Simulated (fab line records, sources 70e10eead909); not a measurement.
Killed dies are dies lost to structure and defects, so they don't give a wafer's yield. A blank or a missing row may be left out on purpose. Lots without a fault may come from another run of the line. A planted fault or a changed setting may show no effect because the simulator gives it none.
One fault seen from 2 desks | flow nand_harc | each desk has only its own numbers; what lay behind them comes last

THE DEFECT DESK
What the inspections along the route counted, lot by lot: means of the sampled wafers that have a number. A lot is out of limits, marked OUT, if its mean lies more than 4 standard deviations from the usual mean; the brackets give that distance.
Columns: A = raw_defect_count at NHARC_A_M0_INSPECT_27, usual 559
lot  | first seen here | A
L548 | day 22 23:37    | 658
L549 | day 23 09:13    | 478
L551 | day 23 16:55    | 560
L550 | day 24 01:55    | 463
L553 | day 25 03:34    | 381
L555 | day 25 08:55    | 891
L554 | day 25 17:07    | 451
L559 | day 26 18:05    | 726
L565 | day 30 02:10    | 582
L567 | day 30 15:46    | 388
L568 | day 31 07:20    | 504
L569 | day 31 08:33    | 585
L571 | day 33 00:01    | 641
This desk's finding: nothing out of limits on any of the 13 lots.

THE METROLOGY DESK
What the gauges read, lot by lot, whatever tool the lot ran on: means of the sampled wafers that have a number. A lot is out of limits, marked OUT, if its mean lies more than 4 standard deviations from the usual mean; the brackets give that distance.
Columns: A = thk_nm at NHARC_A_M0_THK_MEAS_24, usual 114.0 nm; B = overlay_x_nm at NHARC_A_M1_OVL_MEAS_10, usual 0.1 nm; C = overlay_y_nm at NHARC_A_M1_OVL_MEAS_10, usual -0.2 nm
lot  | first seen here | A     | B    | C
L548 | day 22 23:28    | 114.9 | 0.6  | 0.1
L549 | day 23 09:04    | 114.4 | 1.9  | -0.8
L551 | day 23 16:45    | 112.1 | 0.7  | -0.2
L550 | day 24 01:46    | 115.1 | -0.2 | 0.6
L553 | day 25 03:25    | 112.4 | -0.4 | -1.6
L555 | day 25 08:46    | 112.5 | 0.1  | 0.6
L554 | day 25 16:58    | 113.6 | 0.0  | -0.9
L559 | day 26 17:55    | 114.6 | 1.5  | 0.6
L565 | day 30 02:00    | 115.2 | 0.8  | 0.6
L567 | day 30 15:36    | 114.0 | -1.1 | -1.5
L568 | day 31 07:10    | 113.0 | -0.5 | -0.4
L569 | day 31 08:23    | 113.8 | -0.2 | 0.2
L571 | day 32 23:52    | 113.7 | -0.1 | -0.2
This desk's finding: nothing out of limits on any of the 13 lots.

PUT TOGETHER
The defect desk saw nothing out of limits.
The metrology desk saw nothing out of limits.

WHAT THE SIMULATOR HAD PUT IN
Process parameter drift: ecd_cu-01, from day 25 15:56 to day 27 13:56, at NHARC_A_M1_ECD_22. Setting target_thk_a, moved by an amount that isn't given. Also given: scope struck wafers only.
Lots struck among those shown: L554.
